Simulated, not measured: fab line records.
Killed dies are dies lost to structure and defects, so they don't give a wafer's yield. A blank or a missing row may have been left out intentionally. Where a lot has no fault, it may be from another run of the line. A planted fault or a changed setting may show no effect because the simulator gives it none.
A struck lot beside a sound one :: flow n5 finfet :: 15 out of 1938 route steps
Sound: wafers L197.2, L197.3, L197.6. Struck: wafer L205.6. (L205.3, L205.4 of the same lot were not struck and are left out.) The cause comes at the end.
Order at every step that has rows: each side's tool, ch and its chambers, its first start. Under that, the readings that differ: sound wafers :: struck wafers :: difference of the means :: sigmas: that difference in standard deviations of wafers without a fault.
alike: words and numbers the same on both sides, and readings whose means are apart by under 2 such deviations; not compared: readings that were withheld, readings missing a value for some wafer, numbers with overlapping values and no deviation given by the record, and bounds like >300 which may hide the same value.
The two part at a step that has a row with sigmas, a row that says differs or no value, or rows on one side only. When numbers do not overlap yet have no deviation, they are printed without sigmas and do not part them. Lack of a reading on every wafer of one side parts them only where that side has two or more wafers.

first, 8 steps without rows for these wafers: N5_BEOL_M1_COAT_68 (time 60 s, resist thk 12 nm); N5_BEOL_M1_COAT_76 (time 60 s, resist thk 5 nm); N5_BEOL_M1_COAT_22 (resist thk 30 nm); N5_BEOL_M1_EBR_24; N5_BEOL_M1_SOFTBAKE_23 (time 60 s); N5_BEOL_M1_EXPOSE_25 (exposes mask V0, defocus 5 nm, target cd 24 nm); N5_BEOL_M1_PEB_26 (peb time 60 s); N5_BEOL_M1_DEVELOP_27 (develop time 30 s).
N5_BEOL_M1_CD_MEAS_28: target cd y 23.3 nm.
  sound on cd sem-03 ch 0, day 7 12:03; struck on cd sem-02 ch 0, day 8 12:56
  alike: cd nm
N5_BEOL_M1_OVL_MEAS_29:
  sound on overlay-01 ch 0, day 7 12:05; struck on overlay-02 ch 0, day 8 12:58
  alike: V0_OVL
N5_BEOL_M1_INSPECT_30: inspects for defects (brightfield).
  struck on defect inspect-01, day 8 13:01; sound on defect inspect-02, day 7 12:08
  alike: raw defect count
N5_BEOL_M1_DESCUM_33: chemistry O2, time 7 s.
  sound on rie diel-03 ch 1,2,3, day 7 12:10; struck on rie diel-06 ch 2, day 8 13:03
  alike: drypump motor current A, oes product au, rf vpp V, showerhead plenum p Torr, throttle valve pct
  not compared: rf hours counter h
N5_BEOL_M1_ETCH_77: etches underlayer in N2/H2, target depth 6.5 nm, time 5.2 s.
  sound on rie diel-03 ch 1,2,3, day 7 12:13; struck on rie diel-06 ch 2, day 8 13:05
reading: etch rf on time s (s)
sound: 5.07 5.02 5.40
struck: 6.21
difference: +1.05
sigmas: +7
  alike: drypump motor current A, oes product au, rf vpp V, showerhead plenum p Torr, throttle valve pct
  not compared: rf hours counter h
N5_BEOL_M1_ETCH_69: etches SiARC in CF4, target depth 15.6 nm, time 26 s.
  sound on rie diel-03 ch 1,2,3, day 7 12:14; struck on rie diel-06 ch 2, day 8 13:06
  alike: drypump motor current A, etch rf on time s, oes product au, rf vpp V, showerhead plenum p Torr, throttle valve pct
  not compared: rf hours counter h
-- the record jumps here: 5 days lie between the struck wafers' starts before and after (it left off in module BEOL_M1 and takes up again in module BEOL_M4, whose first step shown is number 1111 of the route) --
N5_BEOL_M4_RC_MEAS_101:
  sound on prober-01 ch 0, day 12 10:05; struck on prober-01 ch 0, day 13 22:16
  alike: DIBL_N, DIBL_P, IOFF_N, IOFF_P, ION_N, ION_P, SS_N, SS_P, VT_N, VT_P

== WHERE THEY PART ==
Only at N5_BEOL_M1_ETCH_77, as far as this record shows. Later steps at which nothing parts them and some readings are alike: N5_BEOL_M1_ETCH_69, N5_BEOL_M4_RC_MEAS_101.

WHY: what the simulator had put in
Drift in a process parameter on rie diel-06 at N5_BEOL_M1_ETCH_77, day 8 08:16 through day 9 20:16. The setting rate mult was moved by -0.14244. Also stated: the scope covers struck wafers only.
